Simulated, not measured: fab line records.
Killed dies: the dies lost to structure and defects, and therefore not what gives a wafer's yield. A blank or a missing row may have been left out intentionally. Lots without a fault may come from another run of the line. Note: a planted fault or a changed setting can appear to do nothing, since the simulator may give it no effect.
Which tool did it? :: flow nandHarc :: 12 lots with 36 wafers sampled at 3 steps, on a route of 1302 steps

WHAT THE GAUGES READ, wafer by wafer
NHARC_A_WL_FILL_INSPECT_15.
lot: L075
measured: day 21 13:16
on: defectInspect-02
rawDefectCount: 228 282 344

lot: L077
measured: day 22 13:52
on: defectInspect-02
rawDefectCount: 458 459 355

lot: L080
measured: day 23 06:57
on: defectInspect-01
rawDefectCount: 393 548 481

lot: L081
measured: day 24 15:29
on: defectInspect-02
rawDefectCount: 544 379 410

lot: L085
measured: day 25 12:04
on: defectInspect-01
rawDefectCount: 299 414 404

lot: L084
measured: day 25 12:07
on: defectInspect-02
rawDefectCount: 551 495 497

lot: L088
measured: day 26 18:37
on: defectInspect-01
rawDefectCount: 545 614 601

lot: L090
measured: day 27 15:44
on: defectInspect-01
rawDefectCount: 681 516 634

lot: L092
measured: day 28 14:46
on: defectInspect-02
rawDefectCount: 351 380 360

lot: L093
measured: day 29 07:11
on: defectInspect-02
rawDefectCount: 560 599 418

lot: L095
measured: day 29 20:09
on: defectInspect-02
rawDefectCount: 416 536 637

lot: L096
measured: day 30 08:35
on: defectInspect-02
rawDefectCount: 456 367 404

EACH LOT AND THE TOOL THAT RAN IT (in order: tool; ch and the chambers of the sampled wafers; start)
lot: L075
NHARC_A_WL_FILL_CVD_03: cvdW-01 ch 0,1, day 20 17:01
NHARC_A_WL_FILL_STRIP_27: plasmaAsher-02 ch 0,1, day 20 17:44

lot: L077
NHARC_A_WL_FILL_CVD_03: cvdW-02 ch 0,1, day 21 18:20
NHARC_A_WL_FILL_STRIP_27: plasmaAsher-02 ch 0,1, day 21 19:03

lot: L080
NHARC_A_WL_FILL_CVD_03: cvdW-02 ch 0,1, day 22 13:12
NHARC_A_WL_FILL_STRIP_27: plasmaAsher-02 ch 0,1, day 22 13:57

lot: L081
NHARC_A_WL_FILL_CVD_03: cvdW-01 ch 1, day 23 17:28
NHARC_A_WL_FILL_STRIP_27: plasmaAsher-01 ch 0,1, day 23 18:32

lot: L085
NHARC_A_WL_FILL_CVD_03: cvdW-02 ch 0,1, day 24 13:47
NHARC_A_WL_FILL_STRIP_27: plasmaAsher-02 ch 0,1, day 24 14:38

lot: L084
NHARC_A_WL_FILL_CVD_03: cvdW-01 ch 0,1, day 24 17:28
NHARC_A_WL_FILL_STRIP_27: plasmaAsher-02 ch 0,1, day 24 18:13

lot: L088
NHARC_A_WL_FILL_CVD_03: cvdW-02 ch 0,1, day 25 21:39
NHARC_A_WL_FILL_STRIP_27: plasmaAsher-02 ch 0,1, day 25 22:25

lot: L090
NHARC_A_WL_FILL_CVD_03: cvdW-02 ch 0,1, day 26 22:51
NHARC_A_WL_FILL_STRIP_27: plasmaAsher-01 ch 0,1, day 26 23:36

lot: L092
NHARC_A_WL_FILL_CVD_03: cvdW-01 ch 0, day 27 20:23
NHARC_A_WL_FILL_STRIP_27: plasmaAsher-02 ch 0,1, day 27 21:10

lot: L093
NHARC_A_WL_FILL_CVD_03: cvdW-01 ch 1, day 28 14:11
NHARC_A_WL_FILL_STRIP_27: plasmaAsher-01 ch 0,1, day 28 15:05

lot: L095
NHARC_A_WL_FILL_CVD_03: cvdW-02 ch 0,1, day 29 00:05
NHARC_A_WL_FILL_STRIP_27: plasmaAsher-02 ch 0,1, day 29 00:51

lot: L096
NHARC_A_WL_FILL_CVD_03: cvdW-02 ch 0,1, day 29 15:34
NHARC_A_WL_FILL_STRIP_27: plasmaAsher-01 ch 0,1, day 29 16:16
- NHARC_A_WL_FILL_CVD_03: deposits W, target thk 40 nm, time 279 s.
- NHARC_A_WL_FILL_STRIP_27: strips in N2/H2, time 20 s.

THE ANSWER, worked out from the rows above alone
Rule: what is usual is taken from the lots themselves. The widest of any qualifying gaps counts: lots, ordered by their means at a reading, are off when they make up no more than a third of the lots, leave a main group of 4 or more, and stand apart from it by 3 or more times the standard deviation of that group's means. A main group whose means are all the same, to the digits that the tables above print for the reading, isn't used. Also off: a lot with no number at a reading for which 4 or more lots have one. All remaining lots with rows at the step are treated as sound.
None of the lots is off at any reading shown; this tells nothing.

WHAT THE SIMULATOR HAD PUT IN
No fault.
